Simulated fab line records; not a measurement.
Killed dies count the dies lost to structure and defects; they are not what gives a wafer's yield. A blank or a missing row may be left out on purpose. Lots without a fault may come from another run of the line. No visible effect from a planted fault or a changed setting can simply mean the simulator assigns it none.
fab line records    flow nandHarc
[record] lots = 6  wafers = 18  lastDay = 30
route steps=1302 shown A_CONTACT@1055 END@1302
lots untouched by any fault: they come from a run of this same line in which no faults occurred
startH: hours from the record's first day to the start of the lot's first wafer shown    waitH: hours elapsed since this lot's preceding step    " same as the row above    L1.1+2: a single row standing in for several wafers    - either no value or no given start    * or withheld: withheld    < > ~ a bound
route shown NAME@n: names a module that has steps shown in the file, with the first one's number in the route    usual: average and standard deviation across the fault-free wafers    same: alike in all rows    chamber/n: place in a boat    sites: per-site readings    _std_site: standard deviation of those values    _edge_site: mean of outer sites minus mean of inner sites    radiusMm: for every site, how far away it sits from the centre of the wafer    mask NAME#n: copy n    behind: the last tool/chamber to shape the wafer    hold: why the lot was held/for how many hours/how that ended    device: names the non-switching transistor (n, p or np)    end of line: at the end of the route, the tests of the same wafers    where a step has no rows: the recipe by itself    killed: dies that structure and defects cost at the first sort, which is not the same as the wafer's yield    map: per-die view of a wafer (x killed, . not killed, _ where there is no die)
set.NAME: setting as actually run; set.NAME@STEP: the setting as run at that earlier step    model.NAME: the simulator's own value behind a step, which no gauge read
lots seen at some steps along the route; tables by step, rows by wafer
services: the hour from which a tool's chamber was out of use, counted from the record's first day as startH (under 0 if before that day), plus the number of hours and why
[[steps]]
[step NHARC_A_CONTACT_ETCH_132]
[recipe] sourceW = withheld  pressureMtorr = 20  biasV = 3000  timeS = 197  targetDepthA = 19240  arFlowSccm = withheld  c4f8FlowSccm = withheld  o2FlowSccm = withheld  chemistry = C4F8/O2/Ar
[usual] chamberPressureMTorr = 20.000/0.02  oesAirLineAu = 0.998/0.02
lot.wafer  tool           chamber  startH  waitH  chamberPressureMTorr  oesAirLineAu  rfHoursCounterH
L415.3     harCapEtch-01  1        527.71  0.1    19.983                0.972         -
L415.4     "              0        "       "      20.021                1.007         -
L415.6     "              0        "       "      20.002                1.030         -
L417.1     harCapEtch-03  1        547.95  0.1    20.009                0.983         49
L417.2     "              0        "       "      20.038                1.000         49
L417.3     "              0        "       "      19.971                1.017         -
L422.3     harCapEtch-01  0        579.89  0.1    20.014                1.014         -
L422.5     "              0        "       "      19.995                1.030         -
L422.6     "              1        "       "      20.025                0.990         -
L421.2     harCapEtch-03  1        583.29  0.1    20.001                1.018         56
L421.4     "              0        "       "      19.993                0.995         -
L421.6     "              0        "       "      19.993                1.000         -
L428.1     harCapEtch-01  0        634.75  0.1    20.020                0.989         26
L428.4     "              1        "       "      19.994                1.008         -
L428.5     "              1        "       "      20.006                1.024         -
L430.1     harCapEtch-02  0        654.29  0.1    20.022                0.960         114
L430.2     "              1        "       "      20.011                0.980         114
L430.6     "              0        "       "      20.019                0.998         -
[step NHARC_A_CONTACT_ETCH_133]
[recipe] sourceW = withheld  pressureMtorr = 20  biasV = 400  timeS = 374  targetDepthA = 16100  arFlowSccm = withheld  c4f8FlowSccm = 11.5  o2FlowSccm = 7.2  chemistry = C4F8/O2/Ar
[usual] chamberPressureMTorr = 19.998/0.019  oesAirLineAu = 1.000/0.022
lot.wafer  tool           chamber  startH  waitH  chamberPressureMTorr  oesAirLineAu  rfHoursCounterH
L415.3     harCapEtch-01  1        527.98  0.2    19.981                1.028         -
L415.4     "              0        "       "      20.025                0.970         -
L415.6     "              0        "       "      20.035                0.978         -
L417.1     harCapEtch-03  1        548.13  0.1    19.998                1.015         50
L417.2     "              0        "       "      20.003                1.030         50
L417.3     "              0        "       "      20.005                0.989         -
L422.3     harCapEtch-01  0        580.15  0.2    19.983                0.980         -
L422.5     "              0        "       "      19.997                0.990         -
L422.6     "              1        "       "      20.010                1.006         -
L421.2     harCapEtch-03  1        583.51  0.2    19.984                1.014         56
L421.4     "              0        "       "      19.994                1.018         -
L421.6     "              0        "       "      20.003                1.026         -
L428.1     harCapEtch-01  0        634.97  0.2    20.006                0.974         26
L428.4     "              1        "       "      19.990                1.040         -
L428.5     "              1        "       "      19.992                1.030         -
L430.1     harCapEtch-02  0        654.47  0.2    19.985                1.015         115
L430.2     "              1        "       "      19.986                0.983         115
L430.6     "              0        "       "      19.977                1.026         -
[step NHARC_A_CONTACT_ETCH_91]
[recipe] targetDepthA = 400  overEtchFrac = 0.5  timeS = 85.7  ionEnergyEv = 120  ch3fFlowSccm = 50  o2FlowSccm = 30  arFlowSccm = 200  rfW = 500  biasW = 100  chemistry = CH3F/O2
[usual] chamberPressureMTorr = 24.999/0.023  drypumpMotorCurrentA = 5.6/0.5  oesProductAu = 0.95/0.035  rfVppV = 244.2/1.7  showerheadPlenumPTorr = 2.45/0.099  throttleValvePct = 20.664/0.0082
lot.wafer  tool        chamber  startH  waitH  chamberPressureMTorr  drypumpMotorCurrentA  oesProductAu  rfHoursCounterH  rfVppV  showerheadPlenumPTorr  throttleValvePct
L415.3     rieDiel-03  3        528.63  0.6    25.007                5.4                   1.01          21               242.3   2.33                   20.680
L415.4     "           1        "       "      25.004                6.2                   1.00          21               245.1   2.65                   20.664
L415.6     "           0        "       "      25.037                6.3                   0.99          -                241.5   2.35                   20.664
L417.3     rieDiel-05  1        548.92  0.5    25.013                5.5                   0.93          25               246.7   2.57                   20.678
L417.1     "           3        "       "      25.027                4.9                   0.93          17               243.4   2.37                   20.661
L417.2     "           0        "       "      24.990                5.5                   0.94          24               243.4   2.40                   20.659
L422.3     rieDiel-10  0        580.89  0.7    24.985                5.5                   0.93          47               246.5   2.45                   20.668
L422.6     "           1        "       "      25.050                6.5                   0.92          -                241.8   2.33                   20.662
L422.5     "           2        "       "      25.013                6.1                   0.92          -                246.5   2.61                   20.661
L421.4     rieDiel-10  3        584.24  0.6    25.007                4.6                   0.93          61               245.3   2.46                   20.671
L421.2     "           1        "       "      24.978                6.4                   0.92          57               242.3   2.33                   20.661
L421.6     "           3        "       "      24.975                4.7                   0.92          -                245.3   2.46                   20.671
L428.4     rieDiel-03  2        635.69  0.6    24.965                5.2                   0.94          65               244.5   2.53                   20.656
L428.1     "           1        "       "      24.981                6.2                   0.93          57               247.9   2.64                   20.665
L428.5     "           2        "       "      24.972                5.2                   0.92          -                245.1   2.53                   20.667
L430.2     rieDiel-05  1        655.27  0.7    25.005                5.5                   0.93          7                245.7   2.57                   20.669
L430.1     "           2        "       "      25.024                5.8                   0.92          8                244.3   2.44                   20.658
L430.6     "           0        "       "      25.005                5.5                   0.92          -                242.7   2.40                   20.654
[step NHARC_A_CONTACT_ETCH_97]
[recipe] targetDepthA = 200  overEtchFrac = 0.5  timeS = 10  ionEnergyEv = 250  c4f6FlowSccm = 25  o2FlowSccm = 20  arFlowSccm = 500  rfW = 600  biasW = 500  chemistry = C4F6/O2
[usual] chamberPressureMTorr = 30.003/0.028  drypumpMotorCurrentA = 5.5/0.5  oesProductAu = 0.966/0.027  rfVppV = 547/3  showerheadPlenumPTorr = 3.91/0.14  throttleValvePct = 26.903/0.011
lot.wafer  tool        chamber  startH  waitH  chamberPressureMTorr  drypumpMotorCurrentA  oesProductAu  rfHoursCounterH  rfVppV  showerheadPlenumPTorr  throttleValvePct
L415.4     rieDiel-03  1        -       -      29.998                6.2                   1.015         21               552     4.21                   26.907
L415.3     "           2        "       "      29.942                5.2                   1.006         23               549     4.05                   26.904
L415.6     "           0        "       "      30.016                6.3                   0.991         -                543     3.77                   26.913
L417.2     rieDiel-05  3        -       -      29.979                4.9                   0.955         17               544     3.79                   26.896
L417.1     "           0        "       "      29.966                5.5                   0.962         24               545     3.84                   26.887
L417.3     "           1        "       "      29.993                5.5                   0.963         25               552     4.10                   26.903
L422.3     rieDiel-10  1        -       -      29.994                6.4                   0.970         55               543     3.72                   26.904
L422.6     "           2        "       "      29.998                6.1                   0.988         -                553     4.15                   26.895
L422.5     "           3        "       "      29.972                4.7                   0.973         -                547     3.92                   26.904
L421.2     rieDiel-10  1        -       -      29.994                6.5                   0.939         57               544     3.72                   26.887
L421.4     "           2        "       "      29.973                6.2                   0.954         61               550     4.15                   26.891
L421.6     "           1        "       "      30.040                6.5                   0.928         -                543     3.72                   26.898
L428.4     rieDiel-03  3        -       -      30.036                5.4                   0.957         62               543     3.71                   26.915
L428.1     "           1        "       "      30.058                6.2                   0.937         57               553     4.19                   26.910
L428.5     "           3        "       "      30.057                5.4                   0.956         -                542     3.71                   26.902
L430.1     rieDiel-05  0        -       -      29.974                5.5                   0.949         8                545     3.83                   26.896
L430.2     "           1        "       "      30.027                5.5                   0.946         7                551     4.09                   26.920
L430.6     "           2        "       "      30.050                5.8                   0.934         -                547     3.90                   26.887
[step NHARC_A_CONTACT_CD_MEAS_80]
[usual] cdNm = 289.5/0.81
lot.wafer  tool      chamber  startH  waitH  cdNm
L415.3     cdSem-03  -        528.85  -      287.7
L415.4     "         -        "       "      288.0
L415.6     "         -        "       "      287.7
L417.1     cdSem-01  -        549.14  -      289.3
L417.2     "         -        "       "      288.7
L417.3     "         -        "       "      289.1
L422.3     cdSem-03  -        581.20  -      289.1
L422.5     "         -        "       "      289.9
L422.6     "         -        "       "      290.5
L421.2     cdSem-02  -        584.45  -      288.7
L421.4     "         -        "       "      289.4
L421.6     "         -        "       "      289.1
L428.1     cdSem-01  -        635.91  -      289.1
L428.4     "         -        "       "      290.0
L428.5     "         -        "       "      289.7
L430.1     cdSem-02  -        655.47  -      290.3
L430.2     "         -        "       "      289.9
L430.6     "         -        "       "      290.1
[step NHARC_A_CONTACT_STRIP_103]
[recipe] n2FlowSccm = 150  h2FlowSccm = 150  arFlowSccm = 0  biasW = 0  chemistry = N2/H2
[step NHARC_A_CONTACT_STRIP_104]
[recipe] cf4FlowSccm = 100  chf3FlowSccm = 30  arFlowSccm = 0  biasW = 0  chemistry = CF4/CHF3
[step NHARC_A_CONTACT_STRIP_105]
[recipe] o2FlowSccm = 400  cosFlowSccm = 20  arFlowSccm = 0  biasW = 0  chemistry = O2/COS
[step NHARC_A_CONTACT_ETCH_106]
[recipe] targetDepthA = 900  overetchA = 90  timeS = 49.5  ionEnergyEv = 100  cf4FlowSccm = 80  o2FlowSccm = 20  arFlowSccm = 0  rfW = 300  biasW = 100  chemistry = CF4/O2
[usual] chamberPressureMTorr = 30.001/0.025  drypumpMotorCurrentA = 5.5/0.48  oesProductAu = 1.001/0.0091  rfVppV = 197.7/1.4  showerheadPlenumPTorr = 1.33/0.051  throttleValvePct = 13.397/0.0088
lot.wafer  tool        chamber  startH  waitH  chamberPressureMTorr  drypumpMotorCurrentA  oesProductAu  rfHoursCounterH  rfVppV  showerheadPlenumPTorr  throttleValvePct
L415.3     rieDiel-05  2        529.14  0.0    29.970                5.8                   0.992         20               197.8   1.33                   13.393
L415.4     "           3        "       "      30.017                4.9                   1.005         13               197.0   1.29                   13.384
L415.6     "           3        "       "      29.943                4.9                   1.007         -                197.7   1.29                   13.394
L417.3     rieDiel-05  0        549.55  0.1    30.026                5.5                   1.026         24               196.8   1.31                   13.401
L417.2     "           2        "       "      30.015                5.8                   1.007         25               196.1   1.33                   13.400
L417.1     "           3        "       "      30.026                4.9                   1.015         17               197.9   1.29                   13.402
L422.3     rieDiel-10  3        581.64  0.1    30.022                4.6                   0.994         60               196.6   1.33                   13.383
L422.6     "           3        "       "      30.010                4.6                   1.002         -                197.2   1.33                   13.391
L422.5     "           0        "       "      29.987                5.5                   1.017         -                196.7   1.33                   13.414
L421.2     rieDiel-10  0        584.74  0.1    29.994                5.5                   1.003         48               197.3   1.33                   13.395
L421.4     "           1        "       "      30.015                6.4                   1.006         57               195.6   1.26                   13.400
L421.6     "           1        "       "      29.968                6.4                   1.013         -                195.2   1.26                   13.394
L428.4     rieDiel-05  1        636.20  0.1    30.021                5.5                   1.006         4                198.5   1.40                   13.395
L428.1     "           3        "       "      29.963                4.9                   1.001         3                197.2   1.28                   13.393
L428.5     "           2        "       "      30.023                5.8                   0.995         -                198.3   1.33                   13.389
L430.1     rieDiel-10  1        655.76  0.1    29.996                6.4                   0.995         15               195.8   1.26                   13.396
L430.2     "           0        "       "      29.980                5.5                   0.995         16               197.0   1.33                   13.410
L430.6     "           2        "       "      30.020                6.1                   1.001         -                201.6   1.41                   13.394
[step NHARC_A_CONTACT_STRIP_82]
[recipe] o2FlowSccm = 500  arFlowSccm = 0  biasW = 0  chemistry = O2
[step NHARC_A_CONTACT_STRIP_83]
[recipe] timeS = 600  tempC = 30  chemistry = postEtchResidueRemover
[step NHARC_A_CONTACT_DEP_84]
[recipe] targetThkA = 28000  tempC = 400  material = aC
[step NHARC_A_CONTACT_DEP_85]
[recipe] targetThkA = 600  targetThkNm = 60  tempC = 400  pressureTorr = 3.5  flowSccm = 200  rfW = 350  material = SiON
[usual] heaterPowerW = 773/100
lot.wafer  tool      chamber  startH  waitH  heaterPowerW
L415.3     pecvd-01  2        532.82  0.9    746
L415.4     "         2        "       "      747
L415.6     "         0        "       "      695
L417.3     pecvd-04  2        551.96  0.9    853
L417.2     "         0        "       "      746
L417.1     "         1        "       "      652
L422.3     pecvd-04  1        585.81  0.9    698
L422.6     "         1        "       "      687
L422.5     "         2        "       "      939
L421.2     pecvd-04  0        589.43  1.2    809
L421.6     "         1        "       "      606
L421.4     "         0        "       "      839
L428.1     pecvd-01  0        638.84  1.4    657
L428.5     "         0        "       "      686
L428.4     "         1        "       "      757
L430.1     pecvd-04  2        659.89  1.5    913
L430.2     "         0        "       "      748
L430.6     "         2        "       "      937
[step NHARC_A_CONTACT_DEHYDRATE_00]
[recipe] tempC = 150  timeS = 120
[step NHARC_A_CONTACT_HMDS_01]
[recipe] timeS = 30
[step NHARC_A_CONTACT_COAT_86]
[recipe] tempC = 260  timeS = 75
[step NHARC_A_CONTACT_COAT_87]
[recipe] tempC = 225  timeS = 65
[step NHARC_A_CONTACT_COAT_02]
[recipe] spinRpm = 1500  resistThkNm = 90
[step NHARC_A_CONTACT_SOFTBAKE_03]
[recipe] tempC = 105  timeS = 55
[step NHARC_A_CONTACT_EBR_04]
[step NHARC_A_CONTACT_EXPOSE_05]
[recipe] na = 1.35  sigmaOuter = 0.8  doseMj = 84.24  maskId = A_CC
[step NHARC_A_CONTACT_PEB_06]
[recipe] pebTempC = 100  pebTimeS = 65
[step NHARC_A_CONTACT_DEVELOP_07]
[recipe] developTimeS = 35  devTempC = 23
[step NHARC_A_CONTACT_CD_MEAS_08]
[recipe] targetCdNm = 200  landingEnergyEv = 500
[usual] cdNm = 199.9/0.51
lot.wafer  tool      chamber  startH  waitH  cdNm
L415.3     cdSem-01  0        533.55  -      199.3
L415.4     "         0        "       "      200.1
L415.6     "         0        "       "      199.9
L417.1     cdSem-02  0        552.68  -      200.3
L417.2     "         0        "       "      199.6
L417.3     "         0        "       "      200.3
L422.3     cdSem-03  0        586.50  -      199.6
L422.5     "         0        "       "      200.0
L422.6     "         0        "       "      199.4
L421.2     cdSem-02  0        589.96  -      199.4
L421.4     "         0        "       "      200.0
L421.6     "         0        "       "      199.7
L428.1     cdSem-03  0        639.44  -      200.5
L428.4     "         0        "       "      200.3
L428.5     "         0        "       "      200.7
L430.1     cdSem-03  0        660.58  -      199.2
L430.2     "         0        "       "      199.7
L430.6     "         0        "       "      200.0
[step NHARC_A_CONTACT_OVL_MEAS_09]
[usual] overlayXNm = 0.3/0.93  overlayYNm = -0.2/0.8
lot.wafer  tool        chamber  startH  waitH  overlayXNm  overlayYNm
L415.3     overlay-01  -        533.64  -      -1.2        0.8
L415.4     "           -        "       "      -1.5        0.5
L415.6     "           -        "       "      -0.8        0.5
L417.1     overlay-02  -        552.77  -      0.3         -0.3
L417.2     "           -        "       "      0.9         -0.9
L417.3     "           -        "       "      0.5         -0.4
L422.3     overlay-02  -        586.58  -      -0.7        -0.8
L422.5     "           -        "       "      -0.4        -0.5
L422.6     "           -        "       "      0.0         -1.0
L421.2     overlay-02  -        590.05  -      1.0         -1.2
L421.4     "           -        "       "      0.6         -1.9
L421.6     "           -        "       "      0.4         -1.0
L428.1     overlay-02  -        639.53  -      1.3         0.1
L428.4     "           -        "       "      0.7         0.2
L428.5     "           -        "       "      0.9         -0.2
L430.1     overlay-02  -        660.67  -      1.1         0.8
L430.2     "           -        "       "      1.1         0.4
L430.6     "           -        "       "      1.7         1.1
[step NHARC_A_CONTACT_INSPECT_10]
[usual] rawDefectCount = 85/40
lot.wafer  tool              chamber  startH  waitH  rawDefectCount
L415.3     defectInspect-02  -        533.67  0.0    25
L415.4     "                 -        "       "      20
L415.6     "                 -        "       "      14
L417.1     defectInspect-02  -        552.80  0.0    21
L417.2     "                 -        "       "      26
L417.3     "                 -        "       "      22
L422.3     defectInspect-02  -        586.62  0.0    1243
L422.5     "                 -        "       "      1302
L422.6     "                 -        "       "      1212
L421.2     defectInspect-02  -        590.09  0.0    1259
L421.4     "                 -        "       "      1254
L421.6     "                 -        "       "      1251
L428.1     defectInspect-01  -        639.57  0.0    80
L428.4     "                 -        "       "      104
L428.5     "                 -        "       "      94
L430.1     defectInspect-01  -        660.71  0.0    121
L430.2     "                 -        "       "      163
L430.6     "                 -        "       "      152
[step NHARC_A_CONTACT_DESCUM_13]
[recipe] timeS = 3  o2FlowSccm = 200  arFlowSccm = 0  biasPowerW = 0  chemistry = O2
[step NHARC_END_SORT_01]
[recipe] tempC = 25
[usual] killedAtArray = 59/20  killedAtOther = 0.8/1  killedAtPeriphery = 3.2/2.1  killedDies = 63/21  killedOpen = 3.0/1.9  killedShort = 2.3/1.5
[same] grossDies = 677
lot.wafer  tool       chamber  startH  waitH  killedAtArray  killedAtOther  killedAtPeriphery  killedDies  killedOpen  killedShort
L422.3     prober-02  0        639.10  3.1    168            0              4                  172         0           4
L422.5     prober-02  0        640.68  3.7    138            0              2                  140         2           0
L422.6     prober-02  0        641.47  3.9    171            0              3                  174         4           0
L421.2     prober-02  0        646.11  2.8    156            0              5                  161         3           2
L421.4     prober-02  0        647.74  3.5    145            1              4                  150         1           2
L421.6     prober-02  0        649.37  4.1    137            0              8                  145         2           4
// killed by level:class
L422.3 A_CONTACT:unspecified=106 A_SLIT:chamberFilmFlake=33 A_CHANNEL_HOLE_D2:chamberFilmFlake=12 A_CHANNEL_HOLE_D1:chamberFilmFlake=7 A_STAIRCASE:chamberFilmFlake=4 A_CHANNEL_FILL_D2:geometricParticle:short=2 A_WL_FILL:geometricParticle:short=2 P_M2:chamberFilmFlake=2
L422.5 A_CONTACT:unspecified=92 A_SLIT:chamberFilmFlake=18 A_CHANNEL_HOLE_D2:chamberFilmFlake=17 A_CHANNEL_HOLE_D1:chamberFilmFlake=7 A_CONTACT:chamberFilmFlake=2 P_GATE:geometricParticle:open=1 A_CONTACT:geometricParticle:open=1 P_ZERO_WELL:chamberFilmFlake=1
L422.6 A_CONTACT:unspecified=100 A_SLIT:chamberFilmFlake=33 A_CHANNEL_HOLE_D2:chamberFilmFlake=27 A_ZERO_WELL:chamberFilmFlake=4 P_CONTACT:geometricParticle:open=2 A_STAIRCASE:chamberFilmFlake=2 P_M0:geometricParticle:open=1 A_CHANNEL_HOLE_D2:geometricParticle:open=1
L421.2 A_CONTACT:unspecified=93 A_CHANNEL_HOLE_D1:chamberFilmFlake=33 A_CHANNEL_HOLE_D2:chamberFilmFlake=13 A_STAIRCASE:chamberFilmFlake=7 P_GATE:chamberFilmFlake=3 A_CHANNEL_FILL_D1:chamberFilmFlake=3 A_CONTACT:chamberFilmFlake=2 P_CONTACT:geometricParticle:open=1
L421.4 A_CONTACT:unspecified=93 A_CHANNEL_HOLE_D1:chamberFilmFlake=25 A_CHANNEL_HOLE_D2:chamberFilmFlake=11 A_STAIRCASE:chamberFilmFlake=6 A_CONTACT:chamberFilmFlake=5 P_GATE:chamberFilmFlake=2 P_CONTACT:geometricParticle:short=1 A_DECK1_JOINT:geometricParticle:short=1
L421.6 A_CONTACT:unspecified=96 A_CHANNEL_HOLE_D1:chamberFilmFlake=15 A_CHANNEL_HOLE_D2:chamberFilmFlake=12 P_GATE:chamberFilmFlake=6 A_CONTACT:chamberFilmFlake=5 A_STAIRCASE:chamberFilmFlake=3 P_CONTACT:geometricParticle:open=1 P_M0:geometricParticle:open=1
// map L421.2 (x killed, . not)
____________.____________
_________......._________
_______..........x_______
______....x......xx______
_____.........xx.x.x_____
____.............xxx.____
____......x....x.xxx.____
___..............xx.xx___
___.............x.xxxx___
__.x..............xxxx.__
__x.............xx.xxx.__
_......................._
_................x..x.x._
_.x.................x..._
_.............x........._
_......................._
............xxx.xx.......
.............x...........
..............x..........
...x.........xx.x........
.............xx....x.....
_........x.....xx......._
_..x......xx............_
_..........xx..........._
_.....x....x..x........._
_........xxxxxx........._
__.....xxxxxxxx..xx....__
__....x.xxxxxxx....x...__
___....xxxxxxxxx......___
___....xxxxxxxxx......___
____..xxxxxxxxxx.....____
____.x.xxxxxxxxx.....____
_____..xxxxxxxx....._____
______xxxxxxxxxxx..______
_______.xxxxxx...._______
_________xxxxx.._________
____________x____________
// map L422.6 (x killed, . not)
____________.____________
_________..x...._________
_______xxxx......._______
______xx.xx......xx______
_____.xxxxxxx.x.x..._____
____...xxxxxx.......x____
____..xxxxxxxxxx..xx.____
___..xxxxxxxxxx.xxxxxx___
___.xxxxxxxxxx..xxxxx.___
__...xxxxxxxxx..xx.x...__
__...xxxxxxxxx...x..x..__
_....xxxxxxxx..x.x...x.._
_...xxxxxxxxxx..x...xx.._
_.....xxxxxx............_
_......xxxx.x......x...x_
_..x...xxx.x...........x_
......x.xxx..x.x.........
.......xx.xxx...........x
....x.xxxxxx.............
........xxxx.............
.........xxx.............
_....x..xxxx............_
_........x.............._
_.......xx.............._
_......x................_
_......................._
__...................x.__
__...........x.........__
___...................___
___...................___
____.................____
____.................____
_____..............._____
______.............______
_______.x........._______
_________......._________
____________.____________
[[services]]
tool           chamber  startH  hours  kind
rieDiel-10     0        503.95  -      clean
rieDiel-10     1        503.95  -      clean
rieDiel-10     2        503.95  -      clean
rieDiel-10     3        503.95  -      clean
rieDiel-05     0        511.76  -      clean
rieDiel-05     1        511.76  -      clean
rieDiel-05     2        511.76  -      clean
rieDiel-05     3        511.76  -      clean
rieDiel-10     0        528.45  -      clean
rieDiel-10     1        528.45  -      clean
rieDiel-10     2        528.45  -      clean
rieDiel-10     3        528.45  -      clean
rieDiel-05     0        536.26  -      clean
rieDiel-05     1        536.26  -      clean
rieDiel-05     2        536.26  -      clean
rieDiel-05     1        573.90  24.5   repair
harCapEtch-01  -        594.01  2.2    repair
rieDiel-10     -        598.42  9.0    pm
rieDiel-05     -        606.25  9.0    pm
rieDiel-03     0        613.32  12.3   repair
pecvd-04       -        631.00  13.0   pm
rieDiel-03     -        638.93  9.0    pm
rieDiel-10     -        643.79  0.8    repair
rieDiel-05     -        659.51  10.5   repair
[[key]]
[firstSign] step = NHARC_A_CONTACT_INSPECT_10  reading = rawDefectCount  direction = up  sigmas = 29  usual = 85  struck = 1254
[effect] step = NHARC_END_SORT_01  reading = killedAtArray  direction = up  sigmas = 4.6  usual = 59  struck = 152
[moreKillsBornAt] NHARC_A_CONTACT_DEP_85@pecvd-04 = 580
metAt NHARC_A_CONTACT_DEP_85
struckWafers L421.2,L421.4,L421.6,L422.3,L422.5,L422.6
testerLeftOut L421,L422
onsetBetween 551.96 585.81
alsoFits NHARC_A_CONTACT_ETCH_91:rieDiel-10,NHARC_A_CONTACT_ETCH_97:rieDiel-10
[fault] kind = chamberParticleSource  tool = pecvd-04  chamber = -  onsetH = 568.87  steps = NHARC_A_CONTACT_DEP_85  ratePerVisitCm2 = 1.763  endH = 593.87
// testerLeftOut: of these lots the tester's yield and bins aren't shown, on N5 and GAA mostly nor the transistor test; their killed dies are dies lost to structure and defects alone, not to doping, threshold or leakage, so they don't give the yield
